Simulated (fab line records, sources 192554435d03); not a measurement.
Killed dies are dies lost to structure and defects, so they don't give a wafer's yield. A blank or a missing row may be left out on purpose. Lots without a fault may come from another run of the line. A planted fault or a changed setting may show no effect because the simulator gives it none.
fab line records | flow n5_finfet
record lots=6 wafers=18 last_day=16
route steps=1938 shown BEOL_M0@722 BEOL_M1@751 PASSIVATION@1936
lots that met no fault: from a run of the same line without faults
start_h: hours from the record's first day to the start of the lot's first wafer shown | wait_h: hours since the lot's step before | " the same as in the row above | L1.1+2: a row that stands for several wafers | - no value, or no start given | * or withheld: withheld | < > ~ a bound
route shown NAME@n: a module of which the file shows steps, and the number in the route of the first | usual: mean/standard deviation of fault-free wafers | same: alike in all rows | chamber/n: place in a boat | sites: the reading at each site | _std_site: their standard deviation | _edge_site: outer sites' mean less inner sites' | radius_mm: how far each site lies from the wafer's centre | mask NAME#n: copy n | behind: the tool/chamber that last shaped the wafer | hold: why the lot was held/for how many hours/how that ended | device: the transistor (n, p or np) that didn't switch | end of line: the same wafers' tests at the end of the route | a step without rows: its recipe alone | killed: dies lost to structure and defects at the first sort, not the wafer's yield | map: a wafer's dies, x killed, . not, _ none there
set.NAME: the setting as run; set.NAME@STEP: as run at that earlier step | model.NAME: the simulator's own value behind a step, which no gauge read
lots at some steps of the route; a table a step, a row a wafer
services: from which hour (start_h, from the record's first day; less than 0 if before it) a tool's chamber was out of use, for how many hours, and why
## steps
# step N5_BEOL_M0_STRIP_142
# recipe chemistry=N2/H2 time_s=10 power_w=450 temp_c=40 pressure_mtorr=20 rf_frequency_hz=6e+07 bias_power_w=7 n2_flow_sccm=200 h2_flow_sccm=200
# usual bias_power_w=7.001/0.022 drypump_motor_current_A=5.7/0.45 oes_product_au=0.76/0.069 rf_vpp_V=59.3/0.82 showerhead_plenum_p_Torr=2.56/0.07 throttle_valve_pct=23.50/0.27
# columns lot.wafer tool chamber start_h wait_h bias_power_w drypump_motor_current_A oes_product_au rf_hours_counter_h rf_vpp_V showerhead_plenum_p_Torr throttle_valve_pct
L188.3 rie_diel-04 1 167.52 0.0 6.990 6.0 0.87 38 59.1 2.59 23.69
L188.4 " 2 " " 7.003 6.0 0.69 237 59.7 2.50 23.25
L188.5 " 3 " " 6.967 5.9 0.71 - 58.2 2.61 23.42
L192.1 rie_diel-04 1 195.87 0.0 6.986 6.0 0.84 46 59.7 2.59 23.70
L192.5 " 1 " " 6.990 6.0 0.85 - 59.7 2.59 23.69
L192.6 " 2 " " 6.971 6.1 0.69 - 59.6 2.50 23.26
L193.1 rie_diel-01 2 196.26 0.0 6.975 4.8 0.72 183 59.1 2.43 23.91
L193.3 " 0 " " 7.022 5.8 0.78 166 58.3 2.52 23.45
L193.5 " 2 " " 7.009 4.8 0.72 - 59.4 2.43 23.90
L194.3 rie_diel-04 0 202.26 0.0 7.022 6.1 0.74 178 60.1 2.52 23.88
L194.4 " 2 " " 7.002 6.1 0.69 247 61.3 2.50 23.26
L194.6 " 2 " " 6.997 6.1 0.69 - 58.2 2.50 23.26
L195.2 rie_diel-04 3 210.87 0.0 6.961 5.9 0.71 219 59.3 2.60 23.43
L195.3 " 0 " " 7.042 6.1 0.73 182 59.3 2.52 23.87
L195.4 " 0 " " 6.966 6.1 0.73 - 58.7 2.52 23.86
L197.1 rie_diel-04 0 215.64 0.0 6.985 6.1 0.73 185 60.0 2.52 23.88
L197.5 " 0 " " 6.966 6.1 0.73 - 58.7 2.52 23.88
L197.6 " 3 " " 7.014 5.9 0.70 - 60.9 2.60 23.45
# step N5_BEOL_M0_OCD_MEAS_108
# usual trench_depth_nm=32.8/0.51
# columns lot.wafer tool chamber start_h wait_h trench_depth_nm
L188.3 ocd-02 - 167.61 0.1 32.9
L188.4 " - " " 32.0
L188.5 " - " " 32.3
L192.1 ocd-02 - 195.95 0.1 33.4
L192.5 " - " " 33.7
L192.6 " - " " 32.5
L193.1 ocd-02 - 196.34 0.1 32.4
L193.3 " - " " 32.7
L193.5 " - " " 33.0
L194.3 ocd-01 - 202.35 0.1 32.5
L194.4 " - " " 32.6
L194.6 " - " " 32.6
L195.2 ocd-02 - 210.96 0.1 32.3
L195.3 " - " " 32.2
L195.4 " - " " 32.2
L197.1 ocd-02 - 215.72 0.1 32.2
L197.5 " - " " 32.1
L197.6 " - " " 33.0
# step N5_BEOL_M0_HM_STRIP_129
# recipe chemistry=peroxide_tin_strip material=TiN target_depth_a=170 temp_c=50 time_s=108
# step N5_BEOL_M0_SRD_130
# recipe time_s=30 temp_c=23 rinse_liquid=diw dry=ipa_marangoni
# step N5_BEOL_M0_ETCH_109
# recipe chemistry=CH3F/O2 target_depth_a=80 overetch_a=24 target=SiCN time_s=27.4 ion_energy_ev=120 pressure_mtorr=30 source_w=395 bias_w=75 Ar_flow_sccm=150 CH3F_flow_sccm=30 O2_flow_sccm=20
# step N5_BEOL_M0_STRIP_139
# recipe chemistry=post_etch_residue_remover time_s=60 temp_c=25 remover_ph=withheld remover_water_wt_pct=withheld remover_fluoride_wt_pct=withheld
# step N5_BEOL_M0_SRD_111
# recipe time_s=30 temp_c=23 rinse_liquid=diw dry=ipa_marangoni
# step N5_BEOL_M0_DEGAS_112
# recipe ambient=vacuum temp_c=250 time_s=60
# usual heater_power_w=337/33
# columns lot.wafer tool chamber start_h wait_h heater_power_w
L188.3 pvd_sputter-02 - 168.26 0.4 346
L188.4 " - " " 312
L188.5 " - " " 308
L192.1 pvd_sputter-02 - 196.92 0.7 324
L192.5 " - " " 306
L192.6 " - " " 371
L193.1 pvd_sputter-02 - 197.00 0.4 317
L193.3 " - " " 313
L193.5 " - " " 311
L194.3 pvd_sputter-03 - 203.20 0.6 387
L194.4 " - " " 322
L194.6 " - " " 385
L195.2 pvd_sputter-03 - 211.97 0.5 326
L195.3 " - " " 401
L195.4 " - " " 390
L197.1 pvd_sputter-01 - 216.99 1.0 361
L197.5 " - " " 329
L197.6 " - " " 285
# step N5_BEOL_M0_PRE_CLEAN_113
# recipe gas=H2/He time_s=30 temp_c=250
# step N5_BEOL_M0_ALD_136
# recipe material=TaN target_thk_a=* temp_c=275 ald_precursor_family=PDMAT ald_co_reactant=NH3 pressure_torr=3 carrier_flow_sccm=1500 pulse_time_s=2 purge_time_s=3 co_reactant_purge_time_s=2 co_reactant_pulse_time_s=3 ald_cycles=30 precursor_vessel_temp_c=75 precursor_vessel_pressure_torr=26.25 precursor_vessel_carrier_sccm=1000
# usual heater_power_outer_w=229/25 heater_power_w=420/41 precursor_vessel_carrier_sccm=1000/3.2
# same co_reactant_purge_time_s=2
# columns lot.wafer tool chamber start_h wait_h heater_power_outer_w heater_power_w precursor_vessel_carrier_sccm
L188.3 ald_metal-02 2 168.58 0.3 223 418 1000
L188.4 " 1 " " 216 406 997
L188.5 " 3 " " 262 475 999
L192.1 ald_metal-02 2 197.02 0.0 223 420 998
L192.5 " 2 " " 226 411 1002
L192.6 " 1 " " 224 417 998
L193.1 ald_metal-04 2 197.10 0.0 251 437 1002
L193.3 " 3 " " 222 387 999
L193.5 " 3 " " 222 388 996
L194.3 ald_metal-01 0 203.37 0.1 214 430 1002
L194.4 " 1 " " 209 363 1002
L194.6 " 2 " " 270 463 998
L195.2 ald_metal-01 2 212.16 0.1 272 472 1006
L195.3 " 3 " " 235 453 999
L195.4 " 1 " " 206 351 999
L197.1 ald_metal-01 1 217.32 0.3 202 348 995
L197.5 " 0 " " 218 412 1001
L197.6 " 3 " " 236 459 994
# step N5_BEOL_M0_SURFACE_TREAT_137
# recipe gas=Ar time_s=* ion_energy_ev=* ion_current_ma_cm2=0.5 pressure_mtorr=* ar_flow_sccm=30
# step N5_BEOL_M0_CVD_115
# recipe material=Co target_thk_a=* temp_c=withheld precursor=CCTBA/H2 pressure_torr=30 time_s=120
# step N5_BEOL_M0_SPUTTER_116
# recipe material=Cu target_thk_a=40 temp_c=-20 chamber_pressure_pa=0.07 power_w=withheld time_s=7.37
# usual chamber_pressure_pa=0.07001/0.00013 throttle_valve_pct=30.3/1.3
# columns lot.wafer tool chamber start_h wait_h chamber_pressure_pa throttle_valve_pct
L188.3 pvd_sputter-03 - 169.16 0.2 0.0699 32.5
L188.4 " - " " 0.07001 28.1
L188.5 " - " " 0.07012 30.2
L192.1 pvd_sputter-03 - 197.70 0.3 0.07005 29.7
L192.5 " - " " 0.06996 30.5
L192.6 " - " " 0.06988 28.4
L193.1 pvd_sputter-03 - 198.14 0.4 0.07004 30.0
L193.3 " - " " 0.07003 28.5
L193.5 " - " " 0.06973 28.4
L194.3 pvd_sputter-02 - 204.05 0.1 0.06986 31.2
L194.4 " - " " 0.07009 31.2
L194.6 " - " " 0.06986 31.1
L195.2 pvd_sputter-01 - 212.68 0.1 0.07 31.2
L195.3 " - " " 0.06999 29.0
L195.4 " - " " 0.07017 31.3
L197.1 pvd_sputter-02 - 218.10 0.1 0.07009 31.4
L197.5 " - " " 0.07015 31.3
L197.6 " - " " 0.06984 30.1
# step N5_BEOL_M0_ANNEAL_117
# recipe temp_c=400 time_s=60 ambient=vacuum
# step N5_BEOL_M0_SPUTTER_132
# recipe material=Cu target_thk_a=40 temp_c=-20 chamber_pressure_pa=0.07 power_w=withheld time_s=7.37
# step N5_BEOL_M0_ANNEAL_133
# recipe temp_c=400 time_s=60 ambient=vacuum
# step N5_BEOL_M0_SPUTTER_134
# recipe material=Cu target_thk_a=40 temp_c=-20 chamber_pressure_pa=0.07 power_w=withheld time_s=7.37
# step N5_BEOL_M0_ANNEAL_135
# recipe temp_c=400 time_s=60 ambient=vacuum
# step N5_BEOL_M0_SPUTTER_141
# recipe material=Cu target_thk_a=40 temp_c=-20 chamber_pressure_pa=0.07 power_w=withheld time_s=7.37
# step N5_BEOL_M0_ECD_118
# recipe material=Cu target_thk_a=3000
# step N5_BEOL_M0_ANNEAL_119
# recipe temp_c=225 time_s=90 ambient=N2
# step N5_BEOL_M0_CMP_120
# recipe stop_on=SiOC t_overpolish_s=6.9 down_force_psi=1 platen_rpm=50 clearing_platen_down_force_psi=1.5 clearing_platen_rpm=50 post_cmp_clean=cu_alkaline clearing_platen_pad_velocity_m_s=0.99484 pad_velocity_m_s=0.99484
# usual barrier_field_endpoint_s=3.67/0.12 motor_current_A=5.8/0.51 overpolish_run_s=6.899/0.0087 pad_life_wafers=1030/720 time_to_endpoint_s=62/3.4
# columns lot.wafer tool chamber start_h wait_h barrier_field_endpoint_s motor_current_A overpolish_run_s pad_life_wafers time_to_endpoint_s
L188.4 cmp-04 0 170.10 0.2 3.65 5.7 6.891 1754 63
L188.3 " 1 " " 3.57 6.6 6.903 1755 63
L188.5 " 3 " " 3.47 5.6 6.884 - 56
L192.1 cmp-01 3 198.64 0.3 3.63 6.5 6.899 596 60
L192.5 " 1 " " 3.53 5.9 6.896 - 60
L192.6 " 2 " " 3.64 5.6 6.888 - 64
L193.3 cmp-02 1 198.99 0.2 3.86 5.3 6.911 1698 66
L193.1 " 2 " " 3.64 6.2 6.894 1699 66
L193.5 " 2 " " 3.71 6.2 6.899 - 66
L194.3 cmp-04 3 204.90 0.2 3.53 5.4 6.900 1986 58
L194.4 " 0 " " 3.67 5.6 6.892 1987 61
L194.6 " 0 " " 3.54 5.8 6.887 - 63
L195.3 cmp-01 2 213.54 0.2 3.66 5.9 6.910 714 62
L195.2 " 3 " " 3.45 6.2 6.907 715 58
L195.4 " 1 " " 3.60 5.6 6.901 717 62
L197.1 cmp-02 1 219.07 0.4 3.59 5.4 6.892 1881 63
L197.6 " 2 " " 3.87 6.2 6.892 - 63
L197.5 " 3 " " 3.74 6.4 6.885 - 66
# step N5_BEOL_M0_PRE_CLEAN_131
# recipe gas=NH3/H2 time_s=15 temp_c=* rf_power_w=300
# step N5_BEOL_M0_CO_CAP_123
# recipe material=Co target_thk_a=20 temp_c=200 precursor=CCTBA/H2 pressure_torr=30 time_s=102.1
# step N5_BEOL_M0_PRE_CLEAN_124
# recipe gas=NH3 time_s=15 temp_c=withheld rf_power_w=300
# step N5_BEOL_M0_DEP_125
# recipe material=SiCN target_thk_a=80 temp_c=withheld precursor=3MS/NH3 pressure_torr=3 rf_w=202 time_s=14
# step N5_BEOL_M0_RS_MEAS_126
# recipe thk_meas_gauge=four-point-probe reads=Co_of_BEOL_M0_CO_CAP_123+Cu_of_BEOL_M0_ECD_118+Co_of_BEOL_M0_CVD_115+TaN_of_BEOL_M0_ALD_136
# usual M0_RS=0.537/0.021
# columns lot.wafer tool chamber start_h wait_h M0_RS[ohm/sq]
L188.3 film_metro-01 - 170.61 0.1 0.531
L188.4 " - " " 0.533
L188.5 " - " " 0.526
L192.1 film_metro-02 - 199.12 0.0 0.557
L192.5 " - " " 0.536
L192.6 " - " " 0.515
L193.1 film_metro-01 - 199.54 0.0 0.522
L193.3 " - " " 0.542
L193.5 " - " " 0.525
L194.3 film_metro-02 - 205.46 0.1 0.562
L194.4 " - " " 0.534
L194.6 " - " " 0.551
L195.2 film_metro-02 - 214.12 0.1 0.556
L195.3 " - " " 0.525
L195.4 " - " " 0.536
L197.1 film_metro-01 - 219.56 0.0 0.533
L197.5 " - " " 0.539
L197.6 " - " " 0.520
# step N5_BEOL_M1_ILD_DEP_00
# recipe material=SiOC target_thk_a=790 temp_c=350 precursor=DEMS/O2 pressure_torr=5 rf_w=500 time_s=15.3
# usual heater_power_outer_w=289/72 heater_power_w=498/110 showerhead_plenum_p_Torr=5.695/0.016 throttle_valve_pct=12.1/0.5
# columns lot.wafer tool chamber start_h wait_h heater_power_outer_w heater_power_w showerhead_plenum_p_Torr throttle_valve_pct
L188.3 pecvd-03 0 170.67 0.0 211 339 5.673 12.4
L188.4 " 1 " " 374 596 5.717 12.2
L188.5 " 0 " " 207 342 5.661 12.3
L192.1 pecvd-03 0 199.18 0.0 244 383 5.666 12.4
L192.5 " 1 " " 358 568 5.705 12.3
L192.6 " 0 " " 249 401 5.662 12.6
L193.1 pecvd-01 2 199.61 0.0 351 598 5.729 11.8
L193.3 " 0 " " 268 431 5.696 11.9
L193.5 " 1 " " 259 519 5.714 12.2
L194.3 pecvd-01 0 205.54 0.1 276 454 5.702 12.1
L194.4 " 1 " " 291 559 5.703 12.4
L194.6 " 0 " " 285 443 5.691 12.1
L195.2 pecvd-03 2 214.18 0.0 177 359 5.694 12.5
L195.3 " 0 " " 208 339 5.661 12.5
L195.4 " 0 " " 211 344 5.668 12.8
L197.1 pecvd-04 2 219.62 0.0 353 574 5.710 11.1
L197.5 " 0 " " 365 642 5.704 11.2
L197.6 " 1 " " 379 621 5.688 12.7
# step N5_BEOL_M1_THK_MEAS_01
# recipe reads=SiOC_of_BEOL_M1_ILD_DEP_00
# usual M1_ILD_THK=78.8/0.96
# columns lot.wafer tool chamber start_h wait_h M1_ILD_THK[nm]
L188.3 film_metro-02 - 170.74 0.1 77.8
L188.4 " - " " 79.0
L188.5 " - " " 78.9
L192.1 film_metro-01 - 199.25 0.0 77.4
L192.5 " - " " 79.2
L192.6 " - " " 78.8
L193.1 film_metro-02 - 199.67 0.0 77.9
L193.3 " - " " 79.3
L193.5 " - " " 81.1
L194.3 film_metro-01 - 205.61 0.1 78.3
L194.4 " - " " 78.9
L194.6 " - " " 78.2
L195.2 film_metro-02 - 214.25 0.1 79.5
L195.3 " - " " 79.0
L195.4 " - " " 80.6
L197.1 film_metro-02 - 219.69 0.0 77.5
L197.5 " - " " 79.5
L197.6 " - " " 80.0
# step N5_BEOL_M1_PECVD_72
# recipe material=SiO2 target_thk_a=160 temp_c=400 precursor=TEOS/O2 pressure_torr=5.5 rf_w=450 teos_flow_sccm=53.8 gas=O2 flow_sccm=3000 time_s=18
# step N5_BEOL_M1_HM_DEP_02
# recipe material=TiN target_thk_a=200 temp_c=25 chamber_pressure_pa=0.49996
# step N5_BEOL_M1_COAT_61
# recipe resist=SOC temp_c=250 time_s=60 spin_rpm=1500 resist_thk_nm=60
# step N5_BEOL_M1_COAT_62
# recipe resist=SiARC temp_c=220 time_s=60 spin_rpm=1500 resist_thk_nm=12
# step N5_BEOL_M1_COAT_73
# recipe resist=underlayer temp_c=205 time_s=60 spin_rpm=1500 resist_thk_nm=5
# step N5_BEOL_M1_COAT_05
# recipe resist=CAR-EUV spin_rpm=1500 resist_thk_nm=30
# step N5_BEOL_M1_EBR_07
# recipe solvent=PGMEA ebr_width_mm=1.5
# step N5_BEOL_M1_SOFTBAKE_06
# recipe temp_c=110 time_s=60 resist=CAR-EUV
# step N5_BEOL_M1_EXPOSE_08
# recipe mask_id=M1 na=0.33 source_shape=dipole sigma_inner=0.369 sigma_outer=0.767 polarization=unpolarized dose_mj=33
# step N5_BEOL_M1_PEB_09
# recipe peb_temp_c=100 peb_time_s=60 resist=CAR-EUV
# step N5_BEOL_M1_DEVELOP_10
# recipe develop_time_s=30 developer=TMAH resist=CAR-EUV rinse_liquid=surfactant_rinse dry=air_spin dev_temp_c=23
# step N5_PASSIVATION_PROBE_49
# usual defect_limited_yield=91.4/1.4 killed_at_M0_to_M3=31/10 killed_at_M4_up=14/5.6 killed_at_contacts=13/6.3 killed_at_front_end=39/10 killed_at_other=4/3.1 killed_dies=101/16 killed_on_rim=13/3.9 killed_open=65/13 killed_short=34/7.2 sort_bin_5_function=5.1/0.88 sort_bin_6_memory=3.2/0.66 sort_n_pass=1079/16 sort_yield_pct=91.4/1.4
# same gross_dies=1180 killed_at_back_side=0 sort_bin_4_leakage[%]=0 sort_bin_8_speed[%]=0
# columns lot.wafer tool chamber start_h wait_h defect_limited_yield[%] killed_at_M0_to_M3 killed_at_M4_up killed_at_contacts killed_at_front_end killed_at_other killed_dies killed_on_rim killed_open killed_short sort_bin_5_function[%] sort_bin_6_memory[%] sort_n_pass sort_yield_pct[%]
L192.1 prober-01 - 346.54 0.0 85.2 100 13 22 39 1 175 32 77 29 10.1 2.9 1005 85.2
L192.5 prober-01 - 346.74 0.2 84.9 101 14 16 44 3 178 34 65 31 9.0 3.1 1002 84.9
L192.6 prober-01 - 346.79 0.3 81.6 153 14 25 24 1 217 32 73 38 11.2 4.3 963 81.6
L193.1 prober-02 - 356.01 0.0 84.2 111 22 11 42 0 186 27 77 39 8.7 4.8 994 84.2
L193.3 prober-02 - 356.11 0.1 83.0 133 17 7 40 4 201 28 55 32 10.1 3.9 979 83.0
L193.5 prober-02 - 356.21 0.2 82.0 133 15 11 49 4 212 27 69 30 9.8 5.2 968 82.0
L195.2 prober-01 - 362.17 0.1 92.5 18 28 15 24 3 88 11 58 26 4.5 2.6 1092 92.5
L195.3 prober-01 - 362.22 0.1 91.5 22 17 10 42 9 100 9 57 42 5.6 2.5 1080 91.5
L195.4 prober-01 - 362.27 0.2 92.3 22 21 19 27 2 91 9 58 31 4.7 2.7 1089 92.3
# killed by level:class
L192.1 BEOL_M0:unspecified=68 MOL_CONTACT_COAG:geometric_particle:open=19 BEOL_M4:geometric_particle:open=10 FIN_SAQP:geometric_particle:short=9 BEOL_M0_SAQP:geometric_particle:open=9 BEOL_M2:geometric_particle:open=8 GATE_CUT:geometric_particle:open=6 FIN_SAQP:geometric_particle:open=5
L192.5 BEOL_M0:unspecified=77 MOL_CONTACT_COAG:geometric_particle:open=13 FIN_SAQP:geometric_particle:open=8 FIN_SAQP:geometric_particle:short=8 STI_FIN_REVEAL:geometric_particle:open=8 BEOL_M0_SAQP:geometric_particle:open=6 BEOL_M0_SAQP:geometric_particle:short=4 GATE_CUT:geometric_particle:short=4
L192.6 BEOL_M0:unspecified=106 MOL_CONTACT_COAG:geometric_particle:open=20 BEOL_M0_SAQP:geometric_particle:short=10 BEOL_M0_SAQP:geometric_particle:open=9 BEOL_M3:geometric_particle:open=7 BEOL_M4:geometric_particle:open=6 BEOL_M0:geometric_particle:open=6 BEOL_M2:geometric_particle:open=6
L193.1 BEOL_M0:unspecified=65 BEOL_M0_SAQP:geometric_particle:open=16 BEOL_M4:geometric_particle:open=10 BEOL_M0_SAQP:geometric_particle:short=10 FIN_SAQP:geometric_particle:open=8 MOL_CONTACT_COAG:geometric_particle:open=8 BEOL_M2:geometric_particle:open=8 DUMMY_GATE:geometric_particle:open=7
L193.3 BEOL_M0:unspecified=111 STI_FIN_REVEAL:geometric_particle:open=7 DUMMY_GATE:geometric_particle:open=7 BEOL_M0_SAQP:geometric_particle:short=6 BEOL_M0_SAQP:geometric_particle:open=6 FIN_SAQP:geometric_particle:short=5 FIN_SAQP:geometric_particle:open=5 MOL_CONTACT_COAG:geometric_particle:open=5
L193.5 BEOL_M0:unspecified=110 DUMMY_GATE:geometric_particle:open=12 MOL_CONTACT_COAG:geometric_particle:open=11 FIN_SAQP:geometric_particle:open=10 FIN_SAQP:geometric_particle:short=8 BEOL_M4:geometric_particle:open=7 BEOL_M2:geometric_particle:open=6 BEOL_M3:geometric_particle:open=5
L195.2 MOL_CONTACT_COAG:geometric_particle:open=13 FIN_SAQP:geometric_particle:open=8 BEOL_M4:geometric_particle:open=8 BEOL_M0_SAQP:geometric_particle:short=7 BEOL_M6:geometric_particle:open=6 STI_FIN_REVEAL:geometric_particle:open=4 BEOL_M3:geometric_particle:short=4 BEOL_M5:geometric_particle:open=4
L195.3 GATE_CUT:geometric_particle:short=9 FIN_SAQP:geometric_particle:open=7 MOL_CONTACT_COAG:geometric_particle:open=7 FIN_SAQP:geometric_particle:short=6 STI_FIN_REVEAL:geometric_particle:open=6 BEOL_M0_SAQP:geometric_particle:open=6 BEOL_M0_SAQP:geometric_particle:short=6 GATE_CUT:geometric_particle:open=4
L195.4 MOL_CONTACT_COAG:geometric_particle:open=12 BEOL_M0_SAQP:geometric_particle:open=9 BEOL_M4:geometric_particle:open=8 FIN_SAQP:geometric_particle:open=7 MOL_CONTACT_COAG:geometric_particle:short=7 FIN_SAQP:geometric_particle:short=5 BEOL_M4:geometric_particle:short=5 BEOL_M2:geometric_particle:open=4
# map L192.6 (x killed, . not)
_________________.xx...xxxxxx________________
______________..xx....xxxxxxxxxx_____________
___________..........xxxxxxxxxxxxxx__________
__________x...xx.......xxxxxxxxxxxxx_________
________.............x.xxxxxxxxxxxxxx._______
_______......x...x...xxxxxxxxxxxxxxxx..______
______x..............x.xxxxxxxxxxxxx...._____
_____.x.............x....xxxxxxxxxxx.....____
____........x.x.........xx.xxxxxxx...x....___
___.....x..........xx........x..x.......x.x__
___.......x......xx........xx...x......x...__
__.x.........x.....x.....x.............xx..._
__.........................................._
_..x..x......................................
_..x..............x.x..............x.........
_........x..x.........x.xxx.x................
_......x...x.x.......x............x..........
_.....................x......................
_..x...........................x.............
_...x...............x.......x......x.........
_.............................x.........x....
__.x...x...x..................xx............_
__.x.....................xx................._
___.xx..........................x........x.__
___...x........x....x.......x...x..........__
____......x.....xx........................___
_____...x....x.........x.x..........x....____
______.........x..x..x.......x..x......x_____
_______..x.....x.x..............x...xx.______
________........x.....x.x...x........._______
__________.......................x.._________
___________......x.x...............__________
______________.........x........_____________
_________________.xx.........________________
# map L193.5 (x killed, . not)
_________________......xxxxxx________________
______________.......xxxxxxxxxxx_____________
___________x......x..xxxxxxxxxxxxxx__________
__________..........x.x.xxxxxxxxxxxx_________
________......xx....x.xxxxxxxxxxxxxxx._______
_______....xx..x...x..xxxxxxxxxxxx.x.x.______
______..............x..xxxxxxxxxxxxx...x_____
_____.....x.xxx.....x..x.xxxxxxxx.xx.x...____
____.....x..............x.x.xxxxx.x.......___
___............xx..........xx....xx........__
___.....................x..................__
__..x...x.x................x.............x.._
__...x..........x..x..x..x....xx............_
_......x.....................................
_..x..................x........x.....x.x.....
_......x............x..........x..x......x...
_....................x...x....x..............
_........xx.xx.....................xx........
_...........x......x..............x.....x....
_........x.....x.....xx...........x..........
_...........x.................x..............
__......x..x..................x..........x.._
__........x................................._
___..................x...x........x...x....__
___..x............x........................__
____...x......................x..x........___
_____...........x........................____
______.............x.....x.....x...x...._____
_______.x....x.....x.x.......x....x...x______
________.........x.x.x..............x._______
__________...x.........x............_________
___________...x......x..........x..__________
______________.....x..x........._____________
_________________.x..........________________
## services
# columns tool chamber start_h hours kind
ald_metal-02 - 154.11 1.4 repair
pecvd-03 0 156.29 5.5 scheduled_down
rie_diel-04 1 161.52 5.3 repair
pecvd-01 2 169.32 2.1 scheduled_down
pecvd-04 0 178.14 6.4 repair
ald_metal-02 - 182.34 0.3 repair
pecvd-01 - 191.71 0.4 repair
rie_diel-01 3 191.98 14.3 repair
pecvd-01 2 202.38 - clean
pecvd-01 2 202.38 - consumable_replace:showerhead
pecvd-01 2 202.38 29.0 scheduled_down
pecvd-01 2 202.38 29.0 vent_cycle
cmp-04 - 206.72 4.0 pm
rie_diel-04 2 210.28 - clean
rie_diel-04 2 210.28 - consumable_replace:focus_ring
rie_diel-04 2 210.28 22.0 scheduled_down
rie_diel-04 2 210.28 22.0 vent_cycle
cmp-04 - 210.72 - consumable_replace:conditioner
cmp-04 - 210.72 - consumable_replace:pad
cmp-04 - 211.32 2.4 repair
## key
first_sign step=N5_PASSIVATION_PROBE_49 reading=killed_at_M0_to_M3 direction=up sigmas=8.8 usual=31 struck=122
effect step=N5_PASSIVATION_PROBE_49 reading=defect_limited_yield direction=down sigmas=5.8 usual=91.4 struck=83.5
more_kills_born_at N5_BEOL_M0_SPUTTER_116@pvd_sputter-03=537
met_at N5_BEOL_M0_SPUTTER_116
struck_wafers L192.1,L192.5,L192.6,L193.1,L193.3,L193.5
onset_between 169.16 197.70
also_fits N5_BEOL_M0_DEGAS_112:pvd_sputter-02
fault kind=chamber_particle_source tool=pvd_sputter-03 chamber=- onset_h=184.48 steps=N5_BEOL_M0_SPUTTER_116 rate_per_visit_cm2=1.7246
